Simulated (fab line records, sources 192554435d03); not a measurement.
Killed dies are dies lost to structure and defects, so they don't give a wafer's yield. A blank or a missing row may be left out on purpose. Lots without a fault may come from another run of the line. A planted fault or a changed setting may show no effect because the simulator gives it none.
Which tool did it? | flow n5_finfet | 24 lots, 72 wafers sampled, at 5 steps of a route of 1938

WHAT THE GAUGES READ, wafer by wafer
N5_BEOL_M8_RS_MEAS_57: measures by four-point-probe. Usual: M8_RS 0.286 ohm/sq, standard deviation 0.0066.
lot  | measured     | on            | M8_RS (ohm/sq)    | flag
L074 | day 9 09:19  | film_metro-01 | 0.296 0.291 0.285 |
L075 | day 9 22:13  | film_metro-02 | 0.277 0.280 0.285 |
L076 | day 9 23:32  | film_metro-02 | 0.285 0.278 0.280 |
L077 | day 10 07:26 | film_metro-01 | 0.285 0.290 0.282 |
L078 | day 10 08:04 | film_metro-02 | 0.283 0.283 0.279 |
L079 | day 10 15:50 | film_metro-01 | 0.299 0.289 0.295 |
L080 | day 10 20:52 | film_metro-01 | 0.283 0.281 0.282 |
L082 | day 11 09:12 | film_metro-02 | 0.277 0.280 0.283 |
L081 | day 11 09:32 | film_metro-01 | 0.285 0.286 0.292 |
L083 | day 11 11:27 | film_metro-01 | 0.288 0.295 0.291 |
L084 | day 11 17:31 | film_metro-02 | 0.292 0.293 0.293 |
L085 | day 12 05:35 | film_metro-01 | 0.289 0.283 0.275 |
L088 | day 12 15:11 | film_metro-02 | 0.297 0.301 0.288 |
L087 | day 12 15:44 | film_metro-02 | 0.292 0.296 0.295 |
L086 | day 12 16:11 | film_metro-01 | 0.275 0.276 0.282 |
L089 | day 13 12:02 | film_metro-01 | 0.290 0.288 0.279 |
L090 | day 13 16:59 | film_metro-01 | 0.281 0.282 0.285 |
L091 | day 13 19:26 | film_metro-01 | 0.288 0.284 0.282 |
L093 | day 14 00:11 | film_metro-02 | 0.273 0.280 0.275 |
L092 | day 14 06:08 | film_metro-01 | 0.295 0.291 0.301 |
L094 | day 14 12:01 | film_metro-02 | 0.296 0.284 0.293 |
L095 | day 14 15:38 | film_metro-01 | 0.286 0.284 0.287 |
L097 | day 15 02:24 | film_metro-02 | 0.283 0.288 0.284 |
L096 | day 15 07:14 | film_metro-01 | 0.287 0.292 0.296 |

WHICH TOOL RAN EACH LOT (tool, then ch and the chambers of the sampled wafers, then the start)
lot  | N5_BEOL_M8_ETCH_72                 | N5_BEOL_M8_VIA_ETCH_34             | N5_BEOL_M8_PRE_CLEAN_45      | N5_BEOL_M8_SURFACE_TREAT_79
L074 | rie_diel-02 ch 0,2,3, day 9 03:55  | rie_diel-02 ch 0,2,3, day 9 04:04  | pvd_sputter-02, day 9 05:02  | pvd_sputter-03, day 9 07:40
L075 | rie_diel-01 ch 1,2,3, day 9 18:10  | rie_diel-01 ch 1,2,3, day 9 18:19  | pvd_sputter-01, day 9 20:40  | pvd_sputter-01, day 9 21:01
L076 | rie_diel-01 ch 0,3, day 9 20:41    | rie_diel-01 ch 0,3, day 9 20:50    | pvd_sputter-03, day 9 21:58  | pvd_sputter-03, day 9 22:22
L077 | rie_diel-01 ch 0,1,3, day 10 05:01 | rie_diel-01 ch 0,1,3, day 10 05:10 | pvd_sputter-01, day 10 05:58 | pvd_sputter-01, day 10 06:18
L078 | rie_diel-01 ch 1,2,3, day 10 05:29 | rie_diel-01 ch 1,2,3, day 10 05:38 | pvd_sputter-03, day 10 06:27 | pvd_sputter-03, day 10 06:51
L079 | rie_diel-02 ch 0,1,2, day 10 12:21 | rie_diel-02 ch 0,1,2, day 10 12:29 | pvd_sputter-01, day 10 13:27 | pvd_sputter-01, day 10 13:51
L080 | rie_diel-02 ch 1,2,3, day 10 17:44 | rie_diel-02 ch 1,2,3, day 10 17:53 | pvd_sputter-02, day 10 18:58 | pvd_sputter-01, day 10 19:22
L082 | rie_diel-04 ch 0,2, day 11 05:05   | rie_diel-04 ch 0,2, day 11 05:13   | pvd_sputter-02, day 11 07:24 | pvd_sputter-02, day 11 07:48
L081 | rie_diel-01 ch 0,1,2, day 11 06:47 | rie_diel-01 ch 0,1,2, day 11 06:56 | pvd_sputter-02, day 11 07:46 | pvd_sputter-01, day 11 08:12
L083 | rie_diel-02 ch 0,1, day 11 08:21   | rie_diel-02 ch 0,1, day 11 08:30   | pvd_sputter-02, day 11 09:49 | pvd_sputter-01, day 11 10:12
L084 | rie_diel-02 ch 0,1,3, day 11 13:38 | rie_diel-02 ch 0,1,3, day 11 13:47 | pvd_sputter-02, day 11 15:04 | pvd_sputter-02, day 11 15:25
L085 | rie_diel-01 ch 0,2,3, day 12 02:14 | rie_diel-01 ch 0,2,3, day 12 02:23 | pvd_sputter-03, day 12 03:25 | pvd_sputter-03, day 12 03:51
L088 | rie_diel-02 ch 0,1,2, day 12 10:49 | rie_diel-02 ch 0,1,2, day 12 10:58 | pvd_sputter-02, day 12 11:52 | pvd_sputter-03, day 12 13:26
L087 | rie_diel-02 ch 1,2,3, day 12 11:13 | rie_diel-02 ch 1,2,3, day 12 11:21 | pvd_sputter-01, day 12 13:45 | pvd_sputter-03, day 12 14:09
L086 | rie_diel-04 ch 0,1,3, day 12 11:20 | rie_diel-04 ch 0,1,3, day 12 11:29 | pvd_sputter-03, day 12 13:46 | pvd_sputter-02, day 12 14:10
L089 | rie_diel-01 ch 0,1, day 13 07:50   | rie_diel-01 ch 0,1, day 13 07:59   | pvd_sputter-03, day 13 10:29 | pvd_sputter-03, day 13 10:56
L090 | rie_diel-04 ch 1,2,3, day 13 13:43 | rie_diel-04 ch 1,2,3, day 13 13:51 | pvd_sputter-02, day 13 14:45 | pvd_sputter-02, day 13 15:14
L091 | rie_diel-01 ch 0,1,2, day 13 16:34 | rie_diel-01 ch 0,1,2, day 13 16:43 | pvd_sputter-02, day 13 17:44 | pvd_sputter-02, day 13 18:05
L093 | rie_diel-04 ch 0,1, day 13 20:16   | rie_diel-04 ch 0,1, day 13 20:25   | pvd_sputter-03, day 13 21:13 | pvd_sputter-01, day 13 21:34
L092 | rie_diel-02 ch 0,1,3, day 14 02:21 | rie_diel-02 ch 0,1,3, day 14 02:30 | pvd_sputter-02, day 14 04:10 | pvd_sputter-02, day 14 04:40
L094 | rie_diel-02 ch 0,1,3, day 14 07:31 | rie_diel-02 ch 0,1,3, day 14 07:40 | pvd_sputter-02, day 14 08:46 | pvd_sputter-03, day 14 09:11
L095 | rie_diel-02 ch 1,3, day 14 11:19   | rie_diel-02 ch 1,3, day 14 11:28   | pvd_sputter-02, day 14 14:00 | pvd_sputter-03, day 14 14:22
L097 | rie_diel-01 ch 1,3, day 14 23:10   | rie_diel-01 ch 1,3, day 14 23:18   | pvd_sputter-02, day 15 00:08 | pvd_sputter-02, day 15 00:37
L096 | rie_diel-02 ch 0,2,3, day 15 04:31 | rie_diel-02 ch 0,2,3, day 15 04:40 | pvd_sputter-02, day 15 05:32 | pvd_sputter-02, day 15 05:55
- N5_BEOL_M8_ETCH_72: etches underlayer in N2/H2, target depth 6.5 nm, time 5.2 s.
- N5_BEOL_M8_VIA_ETCH_34: etches SiCOH lowk in C4F6/O2, target depth 125.5 nm, time 50.5 s.
- N5_BEOL_M8_PRE_CLEAN_45: time 30 s.
- N5_BEOL_M8_SURFACE_TREAT_79

WHAT THE TOOLS THEMSELVES READ (means of the sampled wafers that have a number; where no wafer has one, the mark that the record gives instead)
N5_BEOL_M8_ETCH_72. Usual: drypump_motor_current_A 5.5 A, standard deviation 0.45; etch_rf_on_time_s 5.16 s, standard deviation 0.089; oes_product_au 0.68 a.u., standard deviation 0.068; rf_vpp_V 523.5 V, standard deviation 2.6; showerhead_plenum_p_Torr 2.53 Torr, standard deviation 0.085; throttle_valve_pct 17.9 %, standard deviation 0.3.
lot  | tool        | drypump_motor_current_A (A) | etch_rf_on_time_s (s) | oes_product_au (a.u.) | rf_vpp_V (V) | showerhead_plenum_p_Torr (Torr) | throttle_valve_pct (%) | flag
L074 | rie_diel-02 | 5.2                         | 5.22                  | 0.63                  | 522.8        | 2.49                            | 18.0                   |
L075 | rie_diel-01 | 6.0                         | 5.08                  | 0.70                  | 524.8        | 2.60                            | 17.9                   |
L076 | rie_diel-01 | 6.1                         | 5.04                  | 0.73                  | 526.2        | 2.65                            | 18.1                   |
L077 | rie_diel-01 | 6.1                         | 5.14                  | 0.71                  | 524.7        | 2.57                            | 18.0                   |
L078 | rie_diel-01 | 6.0                         | 5.10                  | 0.70                  | 526.1        | 2.60                            | 17.9                   |
L079 | rie_diel-02 | 5.3                         | 5.18                  | 0.67                  | 522.0        | 2.47                            | 17.9                   |
L080 | rie_diel-02 | 5.1                         | 5.20                  | 0.66                  | 522.6        | 2.48                            | 17.9                   |
L082 | rie_diel-04 | 5.6                         | 5.15                  | 0.75                  | 523.7        | 2.59                            | 18.2                   |
L081 | rie_diel-01 | 5.9                         | 5.13                  | 0.73                  | 523.6        | 2.57                            | 17.7                   |
L083 | rie_diel-02 | 5.5                         | 5.24                  | 0.67                  | 523.1        | 2.50                            | 17.9                   |
L084 | rie_diel-02 | 5.3                         | 5.27                  | 0.66                  | 522.5        | 2.51                            | 17.8                   |
L085 | rie_diel-01 | 5.9                         | 5.06                  | 0.73                  | 525.8        | 2.64                            | 17.8                   |
L088 | rie_diel-02 | 5.3                         | 5.25                  | 0.65                  | 520.7        | 2.46                            | 17.9                   |
L087 | rie_diel-02 | 5.1                         | 5.17                  | 0.65                  | 521.2        | 2.47                            | 17.9                   |
L086 | rie_diel-04 | 5.2                         | 5.09                  | 0.74                  | 524.1        | 2.54                            | 17.8                   |
L089 | rie_diel-01 | 6.0                         | 5.14                  | 0.67                  | 520.4        | 2.48                            | 18.0                   |
L090 | rie_diel-04 | 5.2                         | 5.12                  | 0.72                  | 524.3        | 2.54                            | 18.0                   |
L091 | rie_diel-01 | 5.9                         | 5.14                  | 0.70                  | 524.5        | 2.56                            | 17.8                   |
L093 | rie_diel-04 | 5.0                         | 5.07                  | 0.76                  | 522.3        | 2.51                            | 17.7                   |
L092 | rie_diel-02 | 5.3                         | 5.29                  | 0.64                  | 523.0        | 2.50                            | 17.9                   |
L094 | rie_diel-02 | 5.3                         | 5.31                  | 0.64                  | 523.6        | 2.49                            | 17.9                   |
L095 | rie_diel-02 | 5.1                         | 5.19                  | 0.64                  | 524.3        | 2.50                            | 17.9                   |
L097 | rie_diel-01 | 6.2                         | 5.09                  | 0.64                  | 524.3        | 2.57                            | 18.3                   |
L096 | rie_diel-02 | 5.2                         | 5.27                  | 0.59                  | 520.6        | 2.47                            | 18.1                   |

N5_BEOL_M8_VIA_ETCH_34. Usual: drypump_motor_current_A 5.5 A, standard deviation 0.45; oes_f_703_au 0.79 a.u., standard deviation 0.075; oes_product_au 0.79 a.u., standard deviation 0.08; rf_vpp_V 667 V, standard deviation 8.2; showerhead_plenum_p_Torr 2.84 Torr, standard deviation 0.086; throttle_valve_pct 21.02 %, standard deviation 0.27.
lot  | tool        | drypump_motor_current_A (A) | oes_f_703_au (a.u.) | oes_product_au (a.u.) | rf_vpp_V (V) | showerhead_plenum_p_Torr (Torr) | throttle_valve_pct (%) | flag
L074 | rie_diel-02 | 5.2                         | 0.73                | 0.73                  | 662          | 2.81                            | 21.15                  |
L075 | rie_diel-01 | 6.0                         | 0.82                | 0.82                  | 670          | 2.90                            | 20.96                  |
L076 | rie_diel-01 | 6.1                         | 0.85                | 0.86                  | 670          | 2.95                            | 21.10                  |
L077 | rie_diel-01 | 6.1                         | 0.84                | 0.83                  | 666          | 2.87                            | 21.05                  |
L078 | rie_diel-01 | 6.0                         | 0.83                | 0.81                  | 670          | 2.90                            | 20.96                  |
L079 | rie_diel-02 | 5.3                         | 0.78                | 0.78                  | 663          | 2.78                            | 21.08                  |
L080 | rie_diel-02 | 5.1                         | 0.77                | 0.77                  | 669          | 2.78                            | 20.99                  |
L082 | rie_diel-04 | 5.6                         | 0.86                | 0.88                  | 667          | 2.88                            | 21.08                  |
L081 | rie_diel-01 | 5.9                         | 0.85                | 0.85                  | 668          | 2.88                            | 20.78                  |
L083 | rie_diel-02 | 5.5                         | 0.77                | 0.78                  | 663          | 2.81                            | 21.07                  |
L084 | rie_diel-02 | 5.3                         | 0.77                | 0.77                  | 669          | 2.82                            | 20.98                  |
L085 | rie_diel-01 | 5.9                         | 0.86                | 0.85                  | 672          | 2.95                            | 20.84                  |
L088 | rie_diel-02 | 5.3                         | 0.76                | 0.75                  | 662          | 2.77                            | 21.10                  |
L087 | rie_diel-02 | 5.1                         | 0.76                | 0.75                  | 667          | 2.78                            | 21.00                  |
L086 | rie_diel-04 | 5.2                         | 0.85                | 0.86                  | 667          | 2.85                            | 20.98                  |
L089 | rie_diel-01 | 6.0                         | 0.78                | 0.79                  | 661          | 2.78                            | 21.07                  |
L090 | rie_diel-04 | 5.3                         | 0.84                | 0.84                  | 661          | 2.84                            | 21.00                  |
L091 | rie_diel-01 | 5.9                         | 0.82                | 0.82                  | 668          | 2.87                            | 20.82                  |
L093 | rie_diel-04 | 5.0                         | 0.88                | 0.89                  | 670          | 2.82                            | 20.90                  |
L092 | rie_diel-02 | 5.3                         | 0.76                | 0.76                  | 668          | 2.81                            | 21.01                  |
L094 | rie_diel-02 | 5.3                         | 0.75                | 0.75                  | 667          | 2.81                            | 21.01                  |
L095 | rie_diel-02 | 5.1                         | 0.75                | 0.75                  | 674          | 2.81                            | 20.91                  |
L097 | rie_diel-01 | 6.2                         | 0.76                | 0.74                  | 668          | 2.87                            | 21.31                  |
L096 | rie_diel-02 | 5.2                         | 0.70                | 0.69                  | 663          | 2.78                            | 21.22                  |

N5_BEOL_M8_PRE_CLEAN_45. Usual: heater_power_w 313 W, standard deviation 20.
lot  | tool           | heater_power_w (W) | flag
L074 | pvd_sputter-02 | 327                |
L075 | pvd_sputter-01 | 321                |
L076 | pvd_sputter-03 | 308                |
L077 | pvd_sputter-01 | 318                |
L078 | pvd_sputter-03 | 333                |
L079 | pvd_sputter-01 | 322                |
L080 | pvd_sputter-02 | 320                |
L082 | pvd_sputter-02 | 331                |
L081 | pvd_sputter-02 | 299                |
L083 | pvd_sputter-02 | 282                |
L084 | pvd_sputter-02 | 319                |
L085 | pvd_sputter-03 | 324                |
L088 | pvd_sputter-02 | 315                |
L087 | pvd_sputter-01 | 318                |
L086 | pvd_sputter-03 | 322                |
L089 | pvd_sputter-03 | 309                |
L090 | pvd_sputter-02 | 293                |
L091 | pvd_sputter-02 | 304                |
L093 | pvd_sputter-03 | 331                |
L092 | pvd_sputter-02 | 300                |
L094 | pvd_sputter-02 | 301                |
L095 | pvd_sputter-02 | 305                |
L097 | pvd_sputter-02 | 316                |
L096 | pvd_sputter-02 | 317                |

THE ANSWER, worked out from the rows above alone
Rule: a lot is off if the mean of its wafers that have a number lies more than 3 standard deviations from the usual mean. A lot without any number at a reading at which 4 lots or more have one is off too. The other lots that the step has rows for count as sound. The gauges are gone through in route order, then the tools' own readings, and for those a lot's mean is taken as printed above. The first step at which some lot is off is used, and at that step the reading that is off furthest; a lot without a number counts as furthest.
No lot is off at any reading shown: from this, nothing can be told.

WHAT THE SIMULATOR HAD PUT IN
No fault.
